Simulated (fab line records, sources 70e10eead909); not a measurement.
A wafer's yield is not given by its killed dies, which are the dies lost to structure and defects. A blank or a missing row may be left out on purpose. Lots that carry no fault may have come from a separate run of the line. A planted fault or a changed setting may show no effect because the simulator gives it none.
fab line records	flow nand_harc
[record] lots = 24	wafers = 72	last_day = 33
route steps=1302 shown A_CONTACT@1051 A_M0@1153 A_M1@1196 THIN_TSV@1271
lots that met no fault: taken from a fault-free run of the same line
start_h: hours from the record's opening day to when the first of the lot's shown wafers began	wait_h: how many hours have passed since the lot's step before this one	" the same as in the row above	L1.1+2: one row covering several wafers at once	- no value present, or no start provided	* or withheld: withheld	< > ~ a bound
route shown NAME@n: a module of which the file shows steps, and the number in the route of the first	usual: average and standard deviation across the fault-free wafers	same: alike in all rows	chamber/n: place in a boat	sites: per-site readings	_std_site: the values' standard deviation	_edge_site: inner sites' mean taken away from outer sites' mean	radius_mm: for every site, how far away it sits from the centre of the wafer	mask NAME#n: copy n	behind: tool/chamber where the wafer was last shaped	hold: why the lot was held/for how many hours/how that ended	device: the transistor (n, p or np) that didn't switch	end of line: at the end of the route, the tests of the same wafers	a step given without rows: its recipe and nothing more	killed: at the first sort, the dies lost to defects and structure; wafer yield is something else	map: per-die view of a wafer (x killed, . not killed, _ where there is no die)
set.NAME: the run value of the setting; set.NAME@STEP: its run value at that earlier step	model.NAME: the simulator's own value behind a step, which no gauge read
steps of the route over a sample of lots; a table a step, a row a wafer
services: the hour from which a tool's chamber was out of use, counted from the record's first day as start_h (under 0 if before that day), plus the number of hours and why
[[steps]]
[step NHARC_A_CONTACT_ETCH_128]
[recipe] source_w = withheld	pressure_mtorr = 20	bias_v = 3000	time_s = 197	target_depth_a = 19180	ar_flow_sccm = withheld	c4f8_flow_sccm = withheld	o2_flow_sccm = withheld	chemistry = C4F8/O2/Ar
lot.wafer	tool	chamber	start_h	wait_h	rf_hours_counter_h
L076.1	har_cap_etch-03	0	513.83	0.1	41
L076.2	"	1	"	"	41
L076.4	"	1	"	"	-
L074.1	har_cap_etch-01	1	514.76	0.1	1
L074.5	"	0	"	"	-
L074.6	"	1	"	"	-
L075.2	har_cap_etch-02	0	523.16	0.1	91
L075.4	"	1	"	"	-
L075.5	"	1	"	"	-
L077.4	har_cap_etch-03	0	528.59	0.1	-
L077.3	"	1	"	"	-
L077.5	"	0	"	"	-
L078.1	har_cap_etch-02	1	537.18	0.1	95
L078.4	"	1	"	"	-
L078.3	"	0	"	"	-
L079.1	har_cap_etch-02	1	554.71	0.1	98
L079.2	"	0	"	"	98
L079.3	"	0	"	"	-
L080.2	har_cap_etch-03	0	560.47	0.1	52
L080.3	"	1	"	"	-
L080.5	"	0	"	"	-
L081.3	har_cap_etch-01	0	584.95	0.1	-
L081.6	"	1	"	"	-
L081.5	"	0	"	"	-
L082.2	har_cap_etch-03	0	597.78	0.1	57
L082.4	"	0	"	"	-
L082.5	"	0	"	"	-
L083.2	har_cap_etch-02	1	599.58	0.1	104
L083.3	"	0	"	"	-
L083.6	"	0	"	"	-
L084.3	har_cap_etch-01	1	616.58	0.1	-
L084.6	"	0	"	"	-
L084.5	"	1	"	"	-
L086.2	har_cap_etch-03	0	617.06	0.1	63
L086.5	"	0	"	"	-
L086.6	"	1	"	"	-
L087.3	har_cap_etch-02	1	624.04	0.1	-
L087.5	"	0	"	"	-
L087.6	"	1	"	"	-
L085.4	har_cap_etch-01	1	625.43	0.1	-
L085.3	"	0	"	"	-
L085.5	"	0	"	"	-
L088.1	har_cap_etch-03	0	646.22	0.1	69
L088.3	"	0	"	"	-
L088.6	"	1	"	"	-
L089.1	har_cap_etch-01	0	651.46	0.1	26
L089.4	"	1	"	"	-
L089.5	"	1	"	"	-
L090.2	har_cap_etch-02	1	656.05	0.1	116
L090.3	"	1	"	"	-
L090.6	"	0	"	"	-
L091.3	har_cap_etch-03	0	680.40	0.1	-
L091.4	"	1	"	"	-
L091.5	"	1	"	"	-
L092.1	har_cap_etch-01	0	684.94	0.1	32
L092.2	"	1	"	"	32
L092.5	"	0	"	"	-
L093.1	har_cap_etch-01	1	691.72	0.1	33
L093.6	"	0	"	"	-
L093.5	"	1	"	"	-
L094.1	har_cap_etch-03	0	700.48	0.1	77
L094.2	"	1	"	"	77
L094.5	"	0	"	"	-
L096.2	har_cap_etch-02	0	712.82	0.1	128
L096.3	"	0	"	"	-
L096.4	"	1	"	"	-
L095.2	har_cap_etch-01	0	715.62	0.2	39
L095.4	"	1	"	"	-
L095.5	"	1	"	"	-
L097.2	har_cap_etch-02	0	730.16	0.1	131
L097.3	"	1	"	"	-
L097.6	"	1	"	"	-
[step NHARC_A_CONTACT_ETCH_106]
[recipe] target_depth_a = 900	overetch_a = 90	time_s = 49.5	ion_energy_ev = 100	cf4_flow_sccm = 80	o2_flow_sccm = 20	ar_flow_sccm = 0	rf_w = 300	bias_w = 100	chemistry = CF4/O2
[usual] drypump_motor_current_A = 5.6/0.34	o2_flow_sccm = 20.00/0.059	oes_ar_750_au = 1.001/0.0051	oes_product_au = 0.996/0.0089	rf_vpp_V = 197.7/1.4	showerhead_plenum_p_Torr = 1.33/0.055	throttle_valve_pct = 13.397/0.0086
lot.wafer	tool	chamber	start_h	wait_h	drypump_motor_current_A	o2_flow_sccm	oes_ar_750_au	oes_product_au	rf_hours_counter_h	rf_vpp_V	showerhead_plenum_p_Torr	throttle_valve_pct
L076.1	rie_diel-06	1	516.04	0.1	5.6	19.99	1.004	0.998	6	199.0	1.44	13.390
L076.4	"	2	"	"	6.2	20.01	1.006	0.995	5	198.7	1.34	13.394
L076.2	"	0	"	"	5.2	19.97	0.994	1.012	6	196.0	1.28	13.390
L074.1	rie_diel-06	0	516.92	0.1	5.2	19.99	1.000	1.011	7	196.6	1.28	13.397
L074.6	"	1	"	"	5.6	20.08	0.996	0.996	-	199.8	1.44	13.400
L074.5	"	2	"	"	6.2	19.98	0.986	1.000	-	197.7	1.34	13.389
L075.4	rie_diel-01	1	528.27	0.1	6.0	19.98	1.004	0.987	38	198.1	1.34	13.416
L075.2	"	3	"	"	6.1	20.12	1.001	1.001	47	197.8	1.41	13.401
L075.5	"	1	"	"	6.0	20.06	0.998	0.979	-	196.6	1.34	13.400
L077.3	rie_diel-04	3	530.71	0.1	5.8	19.98	1.007	1.003	26	197.0	1.31	13.406
L077.4	"	0	"	"	5.1	20.00	0.999	1.005	26	194.1	1.29	13.398
L077.5	"	3	"	"	5.8	20.01	0.998	0.997	-	197.3	1.31	13.398
L078.3	rie_diel-01	3	539.41	0.1	6.1	19.99	1.004	0.994	51	198.9	1.41	13.383
L078.4	"	0	"	"	5.4	20.02	1.001	0.997	52	200.7	1.42	13.395
L078.1	"	1	"	"	6.0	19.96	1.003	0.987	42	196.5	1.34	13.414
L079.2	rie_diel-04	3	556.95	0.1	5.8	20.03	1.012	0.996	4	197.5	1.31	13.389
L079.1	"	0	"	"	5.1	19.95	1.005	0.988	3	196.9	1.29	13.402
L079.3	"	1	"	"	5.6	19.92	1.007	0.995	3	197.1	1.28	13.402
L080.2	rie_diel-06	2	562.66	0.1	6.2	20.04	0.993	0.988	24	197.7	1.33	13.393
L080.3	"	0	"	"	5.3	19.93	1.006	1.018	27	196.7	1.27	13.388
L080.5	"	2	"	"	6.2	19.99	0.995	0.981	-	197.4	1.33	13.396
L081.3	rie_diel-04	2	587.07	0.1	5.7	19.92	0.996	1.001	4	198.9	1.40	13.403
L081.6	"	0	"	"	5.1	20.03	0.996	1.000	-	196.5	1.29	13.396
L081.5	"	1	"	"	5.6	19.95	1.005	0.995	-	197.0	1.28	13.382
L082.2	rie_diel-04	0	599.97	0.1	5.1	20.07	1.007	0.996	10	197.3	1.29	13.398
L082.4	"	1	"	"	5.6	20.19	0.999	0.990	9	197.8	1.28	13.393
L082.5	"	3	"	"	5.8	20.05	1.001	1.001	-	196.9	1.31	13.401
L083.2	rie_diel-06	2	602.01	0.3	6.2	19.91	0.995	0.988	35	196.8	1.33	13.401
L083.3	"	3	"	"	5.3	19.91	1.000	0.986	37	196.8	1.32	13.411
L083.6	"	0	"	"	5.2	20.06	0.997	1.011	-	196.8	1.27	13.408
L084.3	rie_diel-06	3	618.68	0.1	5.3	20.03	0.998	0.980	48	197.7	1.31	13.387
L084.5	"	1	"	"	5.6	20.10	0.996	0.983	-	200.9	1.44	13.387
L084.6	"	2	"	"	6.2	19.94	1.007	0.977	-	196.7	1.33	13.413
L086.2	rie_diel-04	1	619.26	0.1	5.6	19.95	0.998	0.999	14	196.7	1.28	13.411
L086.6	"	2	"	"	5.7	19.92	1.013	0.998	-	200.2	1.40	13.399
L086.5	"	3	"	"	5.8	19.98	0.998	0.999	-	196.7	1.30	13.404
L087.3	rie_diel-04	1	626.27	0.1	5.6	19.97	0.999	1.010	16	197.8	1.28	13.381
L087.6	"	2	"	"	5.7	19.97	1.000	1.002	-	198.7	1.40	13.393
L087.5	"	3	"	"	5.8	20.05	1.004	1.013	-	196.2	1.30	13.387
L085.4	rie_diel-04	3	627.55	0.1	5.8	19.94	1.002	1.009	17	195.4	1.30	13.401
L085.3	"	0	"	"	5.1	20.09	1.002	1.002	18	196.6	1.29	13.395
L085.5	"	2	"	"	5.7	20.08	1.001	0.995	-	199.1	1.40	13.384
L088.3	rie_diel-06	3	648.41	0.1	5.3	19.97	1.009	0.993	57	197.6	1.31	13.381
L088.1	"	0	"	"	5.2	19.91	0.996	1.014	59	196.4	1.27	13.402
L088.6	"	0	"	"	5.2	19.91	0.993	1.004	-	196.9	1.27	13.395
L089.4	rie_diel-04	0	653.65	0.1	5.1	20.01	0.999	1.005	21	196.5	1.29	13.395
L089.1	"	2	"	"	5.7	19.91	1.000	0.985	15	198.4	1.40	13.390
L089.5	"	0	"	"	5.1	20.03	0.994	0.994	-	197.4	1.29	13.396
L090.3	rie_diel-04	1	658.25	0.1	5.6	20.01	0.997	1.005	20	196.4	1.28	13.393
L090.2	"	0	"	"	5.1	20.03	1.002	1.005	22	198.3	1.29	13.395
L090.6	"	1	"	"	5.6	19.99	0.995	0.997	-	196.6	1.27	13.400
L091.4	rie_diel-06	0	682.54	0.1	5.2	19.95	0.994	1.000	4	195.9	1.26	13.395
L091.3	"	2	"	"	6.2	20.09	1.008	0.993	5	197.3	1.32	13.396
L091.5	"	0	"	"	5.2	19.92	0.997	1.010	-	195.2	1.26	13.391
L092.2	rie_diel-01	1	687.42	0.2	6.0	20.07	0.996	0.987	47	199.0	1.33	13.395
L092.1	"	0	"	"	5.4	19.95	1.002	0.996	42	199.9	1.41	13.397
L092.5	"	1	"	"	6.0	20.02	0.998	0.979	-	195.8	1.33	13.404
L093.1	rie_diel-04	2	693.88	0.1	5.7	19.93	1.003	0.996	21	200.4	1.40	13.397
L093.6	"	0	"	"	5.1	20.04	1.001	1.000	-	196.0	1.29	13.395
L093.5	"	1	"	"	5.6	19.97	1.002	0.999	-	195.4	1.27	13.392
L094.1	rie_diel-01	1	702.75	0.0	6.0	20.01	1.004	0.987	49	198.8	1.33	13.411
L094.2	"	3	"	"	6.1	20.00	1.008	0.994	41	199.2	1.40	13.386
L094.5	"	2	"	"	5.5	20.10	0.987	0.985	-	197.8	1.30	13.389
L096.4	rie_diel-01	2	715.00	0.1	5.5	20.04	1.001	0.987	51	197.4	1.30	13.398
L096.2	"	3	"	"	6.1	19.97	1.001	0.994	45	199.7	1.40	13.406
L096.3	"	1	"	"	6.0	20.04	0.994	0.975	52	196.3	1.33	13.404
L095.4	rie_diel-04	1	718.26	0.1	5.6	20.04	1.001	0.973	0	196.1	1.27	13.405
L095.2	"	3	"	"	5.8	19.94	1.004	0.999	0	196.5	1.30	13.392
L095.5	"	0	"	"	5.1	20.08	1.007	1.010	-	198.3	1.29	13.398
L097.2	rie_diel-01	0	732.32	0.1	5.3	20.08	1.009	0.987	52	198.9	1.41	13.402
L097.3	"	1	"	"	6.0	20.00	1.002	0.986	57	198.0	1.33	13.394
L097.6	"	2	"	"	5.5	20.00	1.002	0.984	-	198.3	1.30	13.411
[step NHARC_A_CONTACT_ETCH_92]
[recipe] target_depth_a = 400	over_etch_frac = 0.5	time_s = 85.7	ion_energy_ev = 120	ch3f_flow_sccm = 50	o2_flow_sccm = 30	ar_flow_sccm = 200	rf_w = 500	bias_w = 100	chemistry = CH3F/O2
[usual] ch3f_flow_sccm = 50.00/0.15	drypump_motor_current_A = 5.6/0.32	o2_flow_sccm = 30.00/0.085	oes_product_au = 0.930/0.023	rf_vpp_V = 244.2/1.6	showerhead_plenum_p_Torr = 2.45/0.096	throttle_valve_pct = 20.663/0.0098
lot.wafer	tool	chamber	start_h	wait_h	ch3f_flow_sccm	drypump_motor_current_A	o2_flow_sccm	oes_product_au	rf_hours_counter_h	rf_vpp_V	showerhead_plenum_p_Torr	throttle_valve_pct
L076.2	rie_diel-04	3	522.24	0.5	49.99	5.8	30.00	0.922	22	244.2	2.41	20.650
L076.4	"	0	"	"	49.91	5.1	30.00	0.922	23	243.8	2.38	20.658
L076.1	"	2	"	"	49.85	5.7	29.81	0.924	21	247.3	2.58	20.662
L074.1	rie_diel-04	0	523.24	0.5	49.91	5.1	30.02	1.001	23	243.2	2.38	20.689
L074.6	"	3	"	"	50.02	5.8	30.01	0.989	-	242.8	2.41	20.670
L074.5	"	0	"	"	49.93	5.1	29.99	1.009	-	243.3	2.38	20.658
L075.2	rie_diel-06	0	535.05	0.5	49.86	5.3	30.01	0.935	15	243.4	2.35	20.655
L075.4	"	3	"	"	49.93	5.3	30.01	0.919	13	243.9	2.44	20.655
L075.5	"	1	"	"	50.01	5.6	29.92	0.925	-	246.8	2.65	20.660
L077.3	rie_diel-01	1	537.06	0.4	50.08	6.0	30.09	0.914	41	244.8	2.47	20.659
L077.4	"	2	"	"	50.18	5.5	30.10	0.917	53	244.0	2.41	20.658
L077.5	"	1	"	"	50.21	6.0	30.08	0.925	-	243.2	2.47	20.656
L078.3	rie_diel-04	1	546.19	0.4	49.98	5.6	30.07	0.945	2	242.8	2.36	20.655
L078.1	"	3	"	"	50.27	5.8	30.05	0.957	2	243.8	2.41	20.668
L078.4	"	1	"	"	49.98	5.6	30.01	0.941	-	242.5	2.36	20.659
L079.1	rie_diel-04	1	570.31	0.7	50.11	5.6	30.08	0.925	4	241.8	2.36	20.644
L079.3	"	3	"	"	49.99	5.8	29.95	0.922	5	243.4	2.41	20.675
L079.2	"	0	"	"	49.79	5.1	30.07	0.908	5	243.5	2.38	20.667
L080.3	rie_diel-04	3	576.18	0.4	50.00	5.8	30.05	0.919	6	243.7	2.41	20.638
L080.2	"	1	"	"	50.05	5.6	30.22	0.924	5	243.7	2.35	20.669
L080.5	"	3	"	"	49.98	5.8	30.00	0.935	-	243.2	2.41	20.666
L081.3	rie_diel-04	3	593.80	0.4	49.91	5.8	30.07	0.939	9	243.1	2.40	20.665
L081.5	"	2	"	"	49.98	5.7	30.09	0.930	-	245.8	2.57	20.671
L081.6	"	0	"	"	50.41	5.1	30.11	0.929	-	243.5	2.38	20.653
L082.4	rie_diel-04	2	607.01	0.4	50.02	5.7	30.04	0.913	7	245.3	2.57	20.681
L082.2	"	0	"	"	49.87	5.0	29.88	0.918	13	243.3	2.37	20.654
L082.5	"	2	"	"	49.76	5.7	30.04	0.913	-	246.3	2.57	20.644
L083.2	rie_diel-06	3	608.13	0.5	50.00	5.3	30.03	0.917	39	244.6	2.43	20.677
L083.3	"	2	"	"	50.16	6.2	29.99	0.914	37	244.4	2.45	20.658
L083.6	"	3	"	"	50.27	5.3	30.16	0.917	-	244.7	2.43	20.671
L086.2	rie_diel-01	0	628.08	0.6	49.76	5.4	29.99	0.921	20	246.3	2.60	20.657
L086.5	"	1	"	"	50.23	6.1	29.98	0.904	-	244.1	2.45	20.658
L086.6	"	2	"	"	50.21	5.5	29.92	0.913	-	243.3	2.40	20.645
L084.3	rie_diel-04	3	628.92	0.5	49.85	5.8	30.01	0.923	17	243.9	2.40	20.655
L084.5	"	1	"	"	50.10	5.7	30.00	0.926	-	243.9	2.35	20.665
L084.6	"	2	"	"	50.09	5.7	29.92	0.924	-	246.2	2.57	20.667
L087.3	rie_diel-01	2	632.71	0.4	49.96	5.5	29.94	0.907	24	243.7	2.40	20.672
L087.5	"	2	"	"	50.08	5.5	29.97	0.913	-	243.0	2.40	20.651
L087.6	"	3	"	"	50.25	6.1	29.99	0.939	-	245.5	2.58	20.668
L085.4	rie_diel-04	0	634.18	0.5	50.12	5.1	30.01	0.921	19	243.7	2.37	20.665
L085.3	"	1	"	"	49.95	5.6	30.03	0.914	17	242.6	2.35	20.640
L085.5	"	3	"	"	49.99	5.8	30.11	0.925	-	243.6	2.40	20.643
L088.1	rie_diel-04	2	655.41	0.5	50.09	5.7	30.08	0.980	15	245.7	2.57	20.655
L088.3	"	1	"	"	50.23	5.6	29.95	1.002	19	243.2	2.35	20.672
L088.6	"	2	"	"	49.91	5.7	30.07	0.987	-	244.3	2.57	20.662
L089.4	rie_diel-04	1	659.82	0.4	50.08	5.7	29.97	0.925	20	242.0	2.35	20.667
L089.1	"	2	"	"	50.07	5.7	29.94	0.925	16	246.5	2.57	20.660
L089.5	"	0	"	"	49.72	5.1	30.00	0.939	-	243.1	2.37	20.648
L090.2	rie_diel-04	2	666.22	0.5	50.11	5.7	30.05	0.916	16	246.9	2.57	20.676
L090.3	"	0	"	"	49.81	5.1	29.98	0.918	22	243.7	2.37	20.666
L090.6	"	1	"	"	50.02	5.6	29.95	0.933	-	242.8	2.35	20.666
L091.3	rie_diel-04	1	689.19	0.4	50.33	5.7	30.03	0.921	25	243.3	2.35	20.662
L091.4	"	0	"	"	50.26	5.0	30.02	0.924	26	243.4	2.37	20.656
L091.5	"	2	"	"	49.95	5.7	29.91	0.913	-	246.9	2.57	20.673
L092.1	rie_diel-01	3	694.50	0.5	50.01	6.1	30.03	0.919	39	246.3	2.57	20.671
L092.2	"	2	"	"	49.85	5.5	29.90	0.918	46	241.5	2.39	20.640
L092.5	"	3	"	"	49.98	6.1	30.00	0.918	-	246.2	2.57	20.671
L093.1	rie_diel-01	1	702.11	0.5	49.94	6.0	30.00	0.907	49	243.9	2.44	20.665
L093.5	"	2	"	"	50.24	5.5	29.91	0.912	-	244.1	2.39	20.660
L093.6	"	3	"	"	49.87	6.1	29.99	0.921	-	245.9	2.57	20.675
L094.1	rie_diel-01	0	709.09	0.5	50.14	5.4	29.83	0.916	46	245.2	2.59	20.663
L094.2	"	1	"	"	50.10	6.0	29.87	0.909	51	243.5	2.44	20.670
L094.5	"	0	"	"	50.02	5.4	29.95	0.920	-	245.0	2.59	20.661
L096.3	rie_diel-04	2	721.29	0.4	49.84	5.7	30.12	0.949	1	245.6	2.57	20.670
L096.2	"	0	"	"	49.99	5.1	29.98	0.972	0	243.8	2.37	20.666
L096.4	"	1	"	"	50.05	5.6	29.99	0.921	1	241.6	2.35	20.659
L095.4	rie_diel-04	3	724.65	0.4	49.96	5.8	29.85	0.945	1	242.3	2.40	20.684
L095.2	"	2	"	"	49.77	5.7	29.92	0.927	1	246.3	2.57	20.670
L095.5	"	3	"	"	49.98	5.8	30.03	0.923	-	244.4	2.40	20.650
L097.2	rie_diel-04	2	741.73	0.5	50.11	5.7	29.97	0.924	7	246.4	2.56	20.677
L097.3	"	2	"	"	50.15	5.7	30.20	0.925	-	245.6	2.56	20.659
L097.6	"	2	"	"	50.00	5.7	30.11	0.923	-	245.3	2.56	20.670
[step NHARC_A_M0_CD_MEAS_16]
[usual] cd_nm = 79.5/0.87
lot.wafer	tool	chamber	start_h	wait_h	cd_nm
L076.1	cd_sem-03	-	529.85	-	79.9
L076.2	"	-	"	"	79.3
L076.4	"	-	"	"	79.2
L074.1	cd_sem-03	-	531.06	-	78.7
L074.5	"	-	"	"	78.1
L074.6	"	-	"	"	79.7
L075.2	cd_sem-02	-	543.80	-	80.1
L075.4	"	-	"	"	79.9
L075.5	"	-	"	"	78.5
L077.3	cd_sem-02	-	545.16	-	79.2
L077.4	"	-	"	"	80.9
L077.5	"	-	"	"	79.7
L078.1	cd_sem-03	-	553.96	-	80.5
L078.3	"	-	"	"	79.3
L078.4	"	-	"	"	80.9
L079.1	cd_sem-01	-	578.07	-	81.5
L079.2	"	-	"	"	80.3
L079.3	"	-	"	"	80.6
L080.2	cd_sem-03	-	583.81	-	79.3
L080.3	"	-	"	"	77.2
L080.5	"	-	"	"	77.6
L081.3	cd_sem-02	-	601.72	-	79.6
L081.5	"	-	"	"	80.0
L081.6	"	-	"	"	79.1
L082.2	cd_sem-03	-	614.96	-	78.4
L082.4	"	-	"	"	79.6
L082.5	"	-	"	"	78.2
L083.2	cd_sem-02	-	619.21	-	80.1
L083.3	"	-	"	"	78.4
L083.6	"	-	"	"	78.8
L086.2	cd_sem-01	-	635.88	-	79.6
L086.5	"	-	"	"	79.3
L086.6	"	-	"	"	80.7
L084.3	cd_sem-02	-	637.21	-	79.6
L084.5	"	-	"	"	78.0
L084.6	"	-	"	"	77.8
L087.3	cd_sem-01	-	640.31	-	79.0
L087.5	"	-	"	"	78.3
L087.6	"	-	"	"	78.6
L085.3	cd_sem-02	-	641.81	-	78.5
L085.4	"	-	"	"	78.5
L085.5	"	-	"	"	78.9
L088.1	cd_sem-01	-	663.00	-	80.6
L088.3	"	-	"	"	80.4
L088.6	"	-	"	"	80.3
L089.1	cd_sem-03	-	667.78	-	79.5
L089.4	"	-	"	"	80.8
L089.5	"	-	"	"	80.2
L090.2	cd_sem-01	-	676.24	-	79.0
L090.3	"	-	"	"	78.5
L090.6	"	-	"	"	79.7
L091.3	cd_sem-03	-	697.70	-	81.0
L091.4	"	-	"	"	79.6
L091.5	"	-	"	"	80.2
L092.1	cd_sem-02	-	702.28	-	80.1
L092.2	"	-	"	"	80.0
L092.5	"	-	"	"	79.1
L093.1	cd_sem-02	-	709.65	-	80.0
L093.5	"	-	"	"	79.7
L093.6	"	-	"	"	80.1
L094.1	cd_sem-01	-	717.47	-	81.4
L094.2	"	-	"	"	79.1
L094.5	"	-	"	"	79.2
L096.2	cd_sem-01	-	729.95	-	80.4
L096.3	"	-	"	"	80.7
L096.4	"	-	"	"	79.1
L095.2	cd_sem-03	-	732.30	-	78.7
L095.4	"	-	"	"	79.3
L095.5	"	-	"	"	79.8
L097.2	cd_sem-02	-	750.93	-	78.9
L097.3	"	-	"	"	79.4
L097.6	"	-	"	"	79.0
[step NHARC_A_M1_THK_MEAS_24]
[recipe] thk_meas_gauge = xrf
[usual] thk_nm = 154.3/1.4
lot.wafer	tool	chamber	start_h	wait_h	thk_nm
L076.1	film_metro-02	-	535.91	-	154.6
L076.2	"	-	"	"	156.7
L076.4	"	-	"	"	153.7
L074.1	film_metro-02	-	537.22	-	155.2
L074.5	"	-	"	"	155.1
L074.6	"	-	"	"	156.1
L075.2	film_metro-02	-	549.94	-	154.4
L075.4	"	-	"	"	156.6
L075.5	"	-	"	"	154.4
L077.3	film_metro-02	-	551.75	-	154.6
L077.4	"	-	"	"	156.6
L077.5	"	-	"	"	153.9
L078.1	film_metro-02	-	559.97	-	154.4
L078.3	"	-	"	"	154.2
L078.4	"	-	"	"	153.0
L079.1	film_metro-01	-	584.13	-	153.5
L079.2	"	-	"	"	157.9
L079.3	"	-	"	"	155.0
L080.2	film_metro-02	-	590.12	-	155.1
L080.3	"	-	"	"	152.4
L080.5	"	-	"	"	155.6
L081.3	film_metro-01	-	608.08	-	152.4
L081.5	"	-	"	"	156.1
L081.6	"	-	"	"	155.7
L082.2	film_metro-01	-	621.05	-	155.6
L082.4	"	-	"	"	152.3
L082.5	"	-	"	"	155.4
L083.2	film_metro-02	-	625.91	-	152.9
L083.3	"	-	"	"	152.9
L083.6	"	-	"	"	152.0
L086.2	film_metro-02	-	642.13	-	154.6
L086.5	"	-	"	"	154.9
L086.6	"	-	"	"	155.2
L084.3	film_metro-01	-	643.25	-	153.1
L084.5	"	-	"	"	154.9
L084.6	"	-	"	"	155.3
L087.3	film_metro-01	-	646.51	-	153.6
L087.5	"	-	"	"	155.1
L087.6	"	-	"	"	155.1
L085.3	film_metro-02	-	648.20	-	154.5
L085.4	"	-	"	"	153.1
L085.5	"	-	"	"	156.0
L088.1	film_metro-02	-	669.46	-	156.4
L088.3	"	-	"	"	154.7
L088.6	"	-	"	"	153.2
L089.1	film_metro-01	-	673.98	-	155.4
L089.4	"	-	"	"	153.2
L089.5	"	-	"	"	156.3
L090.2	film_metro-02	-	682.67	-	156.0
L090.3	"	-	"	"	154.1
L090.6	"	-	"	"	152.5
L091.3	film_metro-01	-	703.94	-	151.3
L091.4	"	-	"	"	153.8
L091.5	"	-	"	"	154.3
L092.1	film_metro-01	-	708.49	-	151.7
L092.2	"	-	"	"	158.0
L092.5	"	-	"	"	154.6
L093.1	film_metro-02	-	715.70	-	154.6
L093.5	"	-	"	"	154.6
L093.6	"	-	"	"	152.0
L094.1	film_metro-01	-	723.51	-	154.3
L094.2	"	-	"	"	152.9
L094.5	"	-	"	"	153.2
L096.2	film_metro-01	-	736.15	-	155.2
L096.3	"	-	"	"	152.5
L096.4	"	-	"	"	154.0
L095.2	film_metro-01	-	738.46	-	153.4
L095.4	"	-	"	"	155.2
L095.5	"	-	"	"	154.1
L097.2	film_metro-02	-	757.53	-	153.4
L097.3	"	-	"	"	151.0
L097.6	"	-	"	"	154.1
[step NHARC_THIN_TSV_PRE_CLEAN_50]
[recipe] time_s = 30	temp_c = 280	gas = H2/He
[usual] heater_power_w = 412/37
lot.wafer	tool	chamber	start_h	wait_h	heater_power_w
L074.1	pvd_sputter-03	-	-	-	368
L074.6	"	-	"	"	365
L074.5	"	-	"	"	423
L076.2	pvd_sputter-03	-	-	-	340
L076.1	"	-	"	"	350
L076.4	"	-	"	"	426
L077.3	pvd_sputter-02	-	-	-	433
L077.4	"	-	"	"	491
L077.5	"	-	"	"	431
L075.2	pvd_sputter-01	-	-	-	398
L075.4	"	-	"	"	437
L075.5	"	-	"	"	408
L078.1	pvd_sputter-02	-	-	-	427
L078.3	"	-	"	"	438
L078.4	"	-	"	"	438
L079.3	pvd_sputter-01	-	-	-	419
L079.2	"	-	"	"	416
L079.1	"	-	"	"	397
L080.2	pvd_sputter-01	-	-	-	437
L080.3	"	-	"	"	372
L080.5	"	-	"	"	438
L081.3	pvd_sputter-01	-	-	-	416
L081.6	"	-	"	"	368
L081.5	"	-	"	"	417
L082.4	pvd_sputter-01	-	-	-	404
L082.2	"	-	"	"	398
L082.5	"	-	"	"	425
L083.2	pvd_sputter-03	-	-	-	361
L083.3	"	-	"	"	347
L083.6	"	-	"	"	424
L086.2	pvd_sputter-01	-	-	-	391
L086.5	"	-	"	"	434
L086.6	"	-	"	"	405
L084.3	pvd_sputter-03	-	-	-	355
L084.6	"	-	"	"	458
L084.5	"	-	"	"	355
L085.4	pvd_sputter-01	-	-	-	431
L085.3	"	-	"	"	394
L085.5	"	-	"	"	433
L087.3	pvd_sputter-01	-	-	-	414
L087.5	"	-	"	"	430
L087.6	"	-	"	"	392
L088.3	pvd_sputter-03	-	-	-	344
L088.1	"	-	"	"	370
L088.6	"	-	"	"	459
L089.1	pvd_sputter-02	-	-	-	423
L089.4	"	-	"	"	454
L089.5	"	-	"	"	446
L090.2	pvd_sputter-02	-	-	-	440
L090.3	"	-	"	"	420
L090.6	"	-	"	"	457
L092.1	pvd_sputter-01	-	-	-	429
L092.2	"	-	"	"	403
L092.5	"	-	"	"	388
L091.3	pvd_sputter-01	-	-	-	430
L091.4	"	-	"	"	389
L091.5	"	-	"	"	426
L093.1	pvd_sputter-03	-	-	-	334
L093.6	"	-	"	"	430
L093.5	"	-	"	"	481
L094.2	pvd_sputter-01	-	-	-	406
L094.1	"	-	"	"	387
L094.5	"	-	"	"	398
L096.4	pvd_sputter-03	-	-	-	424
L096.2	"	-	"	"	471
L096.3	"	-	"	"	384
L095.2	pvd_sputter-03	-	-	-	333
L095.4	"	-	"	"	380
L095.5	"	-	"	"	469
L097.2	pvd_sputter-01	-	-	-	401
L097.3	"	-	"	"	396
L097.6	"	-	"	"	405
[[services]]
tool	chamber	start_h	hours	kind
har_cap_etch-01	-	497.00	17.0	pm
har_cap_etch-03	-	508.19	0.8	repair
pvd_sputter-03	-	526.03	10.0	pm
rie_diel-04	-	531.96	9.0	pm
pvd_sputter-01	-	536.02	0.6	repair
rie_diel-04	2	553.89	3.6	repair
rie_diel-04	2	557.75	13.7	repair
rie_diel-01	-	557.82	9.0	pm
rie_diel-04	1	565.42	2.6	repair
pvd_sputter-01	-	582.00	10.0	pm
rie_diel-06	-	588.48	2.4	repair
rie_diel-04	1	591.59	3.2	repair
rie_diel-01	0	636.26	1.2	repair
rie_diel-06	1	641.37	7.3	repair
rie_diel-06	-	661.70	9.0	pm
rie_diel-01	3	664.64	4.5	repair
pvd_sputter-01	-	687.57	7.6	repair
pvd_sputter-03	-	704.03	10.0	pm
rie_diel-04	-	708.96	9.0	pm
rie_diel-04	1	733.64	12.1	repair
rie_diel-01	-	736.74	9.0	pm
rie_diel-04	3	740.89	2.5	repair
pvd_sputter-01	-	760.00	10.0	pm
rie_diel-04	0	765.36	12.8	repair
[[key]]
fault none
